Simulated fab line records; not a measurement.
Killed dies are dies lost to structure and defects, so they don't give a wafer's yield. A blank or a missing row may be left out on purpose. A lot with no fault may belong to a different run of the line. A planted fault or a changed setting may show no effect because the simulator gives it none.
Which tool was responsible? / flow n5 finfet / 29 wafers from 10 lots sampled at 4 of the route's 1938 steps

## WHAT THE GAUGES READ, wafer by wafer
N5_BEOL_M4_RC_MEAS_101. Usual: DIBL_N 35.8 mV/V, standard deviation 1.6; DIBL_P 35.6 mV/V, standard deviation 2; IOFF_N 0.15 nA/um, standard deviation 0.031; IOFF_P 0.20 nA/um, standard deviation 0.033; ION_N 668 uA/um, standard deviation 12; ION_P 459 uA/um, standard deviation 6.8; SS_N 71.4 mV/dec, standard deviation 0.53; SS_P 73.1 mV/dec, standard deviation 0.63; VT_N 250 mV, standard deviation 3.5; VT_P -251 mV, standard deviation 3.
lot=L820; measured=day 14 20:29; on=prober-01; DIBL_N (mV/V)=34.4 33.6 34.4; DIBL_P (mV/V)=34.3 33.3 34.1; IOFF_N (nA/um)=0.13 0.11 0.13; IOFF_P (nA/um)=0.19 0.17 0.18; ION_N (uA/um)=660 649 650; ION_P (uA/um)=462 458 454; SS_N (mV/dec)=70.7 70.8 70.7; SS_P (mV/dec)=73.0 72.6 72.7; VT_N (mV)=252 255 252; VT_P (mV)=-249 -253 -253; flag=
lot=L816; measured=day 16 00:29; on=prober-02; DIBL_N (mV/V)=36.1 38.3 38.4; DIBL_P (mV/V)=32.6 34.5 35.5; IOFF_N (nA/um)=0.14 0.16 0.17; IOFF_P (nA/um)=0.18 0.21 0.22; ION_N (uA/um)=660 658 670; ION_P (uA/um)=455 450 461; SS_N (mV/dec)=72.3 72.0 72.3; SS_P (mV/dec)=73.0 73.9 73.8; VT_N (mV)=251 249 246; VT_P (mV)=-251 -250 -249; flag=
lot=L819; measured=day 16 22:43; on=prober-01; DIBL_N (mV/V)=37.1 35.8 35.5; DIBL_P (mV/V)=38.1 36.3 35.6; IOFF_N (nA/um)=0.20 0.17 0.17; IOFF_P (nA/um)=0.23 0.20 0.20; ION_N (uA/um)=702 675 696; ION_P (uA/um)=472 455 467; SS_N (mV/dec)=72.0 71.6 71.9; SS_P (mV/dec)=73.9 74.0 73.4; VT_N (mV)=244 249 246; VT_P (mV)=-247 -250 -251; flag=
lot=L817; measured=day 17 03:42; on=prober-01; DIBL_N (mV/V)=34.6 34.2 33.9; DIBL_P (mV/V)=34.7 34.0 34.0; IOFF_N (nA/um)=0.12 0.12 0.12; IOFF_P (nA/um)=0.17 0.17 0.17; ION_N (uA/um)=643 657 644; ION_P (uA/um)=449 455 451; SS_N (mV/dec)=70.8 70.2 70.4; SS_P (mV/dec)=71.9 72.0 72.1; VT_N (mV)=258 255 256; VT_P (mV)=-252 -253 -254; flag=
lot=L818; measured=day 17 06:56; on=prober-01; DIBL_N (mV/V)=36.9 35.9 35.8; DIBL_P (mV/V)=37.6 36.5 36.0; IOFF_N (nA/um)=0.16 0.14 0.15; IOFF_P (nA/um)=0.21 0.19 0.19; ION_N (uA/um)=680 666 677; ION_P (uA/um)=470 454 464; SS_N (mV/dec)=71.3 71.4 71.4; SS_P (mV/dec)=73.9 73.9 73.5; VT_N (mV)=251 252 252; VT_P (mV)=-251 -253 -252; flag=
lot=L827; measured=day 17 15:31; on=prober-01; DIBL_N (mV/V)=37.4 37.3 37.7; DIBL_P (mV/V)=38.2 37.3 38.8; IOFF_N (nA/um)=0.19 0.18 0.20; IOFF_P (nA/um)=0.24 0.22 0.25; ION_N (uA/um)=678 671 686; ION_P (uA/um)=453 457 466; SS_N (mV/dec)=71.8 71.7 72.4; SS_P (mV/dec)=73.9 74.1 74.2; VT_N (mV)=245 247 246; VT_P (mV)=-246 -250 -248; flag=
lot=L822; measured=day 17 18:42; on=prober-02; DIBL_N (mV/V)=34.1 33.2 35.9; DIBL_P (mV/V)=33.8 32.4 35.9; IOFF_N (nA/um)=0.11 0.11 0.15; IOFF_P (nA/um)=0.17 0.15 0.20; ION_N (uA/um)=655 643 668; ION_P (uA/um)=455 444 461; SS_N (mV/dec)=71.3 71.7 71.4; SS_P (mV/dec)=72.1 72.2 72.8; VT_N (mV)=253 256 253; VT_P (mV)=-253 -256 -251; flag=
lot=L826; measured=day 17 20:31; on=prober-01; DIBL_N (mV/V)=37.5 35.6 36.9; DIBL_P (mV/V)=37.2 34.8 36.1; IOFF_N (nA/um)=0.17 0.14 0.16; IOFF_P (nA/um)=0.22 0.19 0.21; ION_N (uA/um)=679 659 680; ION_P (uA/um)=461 454 462; SS_N (mV/dec)=71.5 71.2 71.5; SS_P (mV/dec)=73.1 73.4 73.6; VT_N (mV)=246 251 249; VT_P (mV)=-253 -250 -251; flag=
lot=L832; measured=day 20 05:26; on=prober-02; DIBL_N (mV/V)=35.9 35.6 33.5; DIBL_P (mV/V)=35.3 34.6 32.1; IOFF_N (nA/um)=0.15 0.13 0.10; IOFF_P (nA/um)=0.19 0.19 0.15; ION_N (uA/um)=686 659 648; ION_P (uA/um)=472 458 450; SS_N (mV/dec)=71.0 71.7 71.4; SS_P (mV/dec)=72.7 72.8 72.0; VT_N (mV)=247 251 256; VT_P (mV)=-250 -251 -255; flag=
lot=L833; measured=day 20 12:02; on=prober-01; DIBL_N (mV/V)=38.3 38.3; DIBL_P (mV/V)=39.7 39.2; IOFF_N (nA/um)=0.23 0.22; IOFF_P (nA/um)=0.28 0.27; ION_N (uA/um)=708 685; ION_P (uA/um)=480 465; SS_N (mV/dec)=71.9 71.4; SS_P (mV/dec)=73.8 74.4; VT_N (mV)=243 244; VT_P (mV)=-245 -244; flag=

N5_BEOL_M6_CD_MEAS_18: pitch 80 nm, target cd 40 nm. Usual: 40.2 nm for cd nm, sd 0.91.
lot=L820; measured=day 16 13:37; on=cd sem-02; cd nm (nm)=40.5 39.6 40.8; flag=
lot=L816; measured=day 16 17:20; on=cd sem-03; cd nm (nm)=38.9 38.5 39.7; flag=
lot=L819; measured=day 17 16:06; on=cd sem-03; cd nm (nm)=39.3 39.7 38.9; flag=
lot=L817; measured=day 17 20:17; on=cd sem-02; cd nm (nm)=40.6 40.5 40.2; flag=
lot=L818; measured=day 18 05:48; on=cd sem-02; cd nm (nm)=39.9 40.2 41.2; flag=
lot=L827; measured=day 18 09:58; on=cd sem-01; cd nm (nm)=40.7 40.7 39.8; flag=
lot=L822; measured=day 18 14:07; on=cd sem-01; cd nm (nm)=41.4 40.6 39.8; flag=
lot=L826; measured=day 18 14:17; on=cd sem-03; cd nm (nm)=39.4 39.3 40.8; flag=
lot=L832; measured=day 20 23:45; on=cd sem-01; cd nm (nm)=39.1 40.7 39.8; flag=
lot=L833; measured=day 21 04:34; on=cd sem-02; cd nm (nm)=40.0 41.2; flag=

N5_BEOL_M6_INSPECT_30: inspects for defects (brightfield). Usual: 439 for raw defect count, sd 140.
lot=L820; measured=day 16 15:01; on=defect inspect-02; raw defect count=436 195 435; flag=
lot=L816; measured=day 16 18:55; on=defect inspect-02; raw defect count=377 453 471; flag=
lot=L819; measured=day 17 18:52; on=defect inspect-01; raw defect count=529 427 296; flag=
lot=L817; measured=day 17 21:19; on=defect inspect-02; raw defect count=323 282 384; flag=
lot=L818; measured=day 18 09:40; on=defect inspect-01; raw defect count=459 482 529; flag=
lot=L827; measured=day 18 10:38; on=defect inspect-01; raw defect count=506 415 484; flag=
lot=L822; measured=day 18 16:55; on=defect inspect-02; raw defect count=238 334 384; flag=
lot=L826; measured=day 18 17:05; on=defect inspect-02; raw defect count=446 470 457; flag=
lot=L832; measured=day 21 01:07; on=defect inspect-02; raw defect count=349 505 429; flag=
lot=L833; measured=day 21 06:36; on=defect inspect-02; raw defect count=370 343; flag=

## WHICH TOOL RAN EACH LOT (tool, then ch and the chambers of the sampled wafers, then the start)
lot=L820; N5_BEOL_M6_HM_OPEN_17=rie metal-01 ch 0,1, day 16 13:26
lot=L816; N5_BEOL_M6_HM_OPEN_17=rie metal-01 ch 0,1, day 16 17:01
lot=L819; N5_BEOL_M6_HM_OPEN_17=rie metal-03 ch 0,1, day 17 15:55
lot=L817; N5_BEOL_M6_HM_OPEN_17=rie metal-01 ch 0, day 17 20:07
lot=L818; N5_BEOL_M6_HM_OPEN_17=rie metal-02 ch 0,1, day 18 05:37
lot=L827; N5_BEOL_M6_HM_OPEN_17=rie metal-03 ch 0,1, day 18 09:47
lot=L822; N5_BEOL_M6_HM_OPEN_17=rie metal-01 ch 0,1, day 18 13:56
lot=L826; N5_BEOL_M6_HM_OPEN_17=rie metal-02 ch 0,1, day 18 14:07
lot=L832; N5_BEOL_M6_HM_OPEN_17=rie metal-03 ch 0,1, day 20 23:34
lot=L833; N5_BEOL_M6_HM_OPEN_17=rie metal-03 ch 0,1, day 21 04:23
- N5_BEOL_M6_HM_OPEN_17: chemistry Cl2/BCl3, target TiN, target depth 20 nm, overetch 6 nm.

## WHAT THE TOOLS THEMSELVES READ (means of the sampled wafers that have a number; where no wafer has one, the mark that the record gives instead)
N5_BEOL_M6_HM_OPEN_17. Usual: drypump motor current A 5.6 A, standard deviation 0.44; mfc ar sccm 25.00 sccm, standard deviation 0.074; oes product au 0.69 a.u., standard deviation 0.063; throttle valve pct 22.01 %, standard deviation 0.27.
lot=L820; tool=rie metal-01; drypump motor current A (A)=5.2; mfc ar sccm (sccm)=24.96; oes product au (a.u.)=0.67; throttle valve pct (%)=21.93; flag=
lot=L816; tool=rie metal-01; drypump motor current A (A)=5.2; mfc ar sccm (sccm)=24.96; oes product au (a.u.)=0.66; throttle valve pct (%)=21.95; flag=
lot=L819; tool=rie metal-03; drypump motor current A (A)=5.7; mfc ar sccm (sccm)=25.02; oes product au (a.u.)=0.63; throttle valve pct (%)=22.30; flag=
lot=L817; tool=rie metal-01; drypump motor current A (A)=5.8; mfc ar sccm (sccm)=25.12; oes product au (a.u.)=0.71; throttle valve pct (%)=21.92; flag=
lot=L818; tool=rie metal-02; drypump motor current A (A)=5.9; mfc ar sccm (sccm)=24.98; oes product au (a.u.)=0.70; throttle valve pct (%)=21.98; flag=
lot=L827; tool=rie metal-03; drypump motor current A (A)=5.7; mfc ar sccm (sccm)=25.00; oes product au (a.u.)=0.63; throttle valve pct (%)=22.31; flag=
lot=L822; tool=rie metal-01; drypump motor current A (A)=5.5; mfc ar sccm (sccm)=25.04; oes product au (a.u.)=0.68; throttle valve pct (%)=21.94; flag=
lot=L826; tool=rie metal-02; drypump motor current A (A)=5.9; mfc ar sccm (sccm)=25.02; oes product au (a.u.)=0.73; throttle valve pct (%)=21.84; flag=
lot=L832; tool=rie metal-03; drypump motor current A (A)=5.9; mfc ar sccm (sccm)=25.02; oes product au (a.u.)=0.74; throttle valve pct (%)=22.00; flag=
lot=L833; tool=rie metal-03; drypump motor current A (A)=5.8; mfc ar sccm (sccm)=25.09; oes product au (a.u.)=0.76; throttle valve pct (%)=22.09; flag=

## THE ANSWER, worked out from the rows above alone
Rule: a lot is off if the mean of its wafers that have a number lies more than 3 standard deviations from the usual mean. A lot without any number at a reading at which 4 lots or more have one is off too. All remaining lots with rows at the step are treated as sound. First the gauges in route order, then the tools' own readings, where a lot's mean is used as printed above. At the first step where some lot is off, the reading lying furthest off is the one used; lots without a number count as furthest.
Across all readings shown, no lot is off: no conclusion can be drawn from this.

## WHAT THE SIMULATOR HAD INSERTED
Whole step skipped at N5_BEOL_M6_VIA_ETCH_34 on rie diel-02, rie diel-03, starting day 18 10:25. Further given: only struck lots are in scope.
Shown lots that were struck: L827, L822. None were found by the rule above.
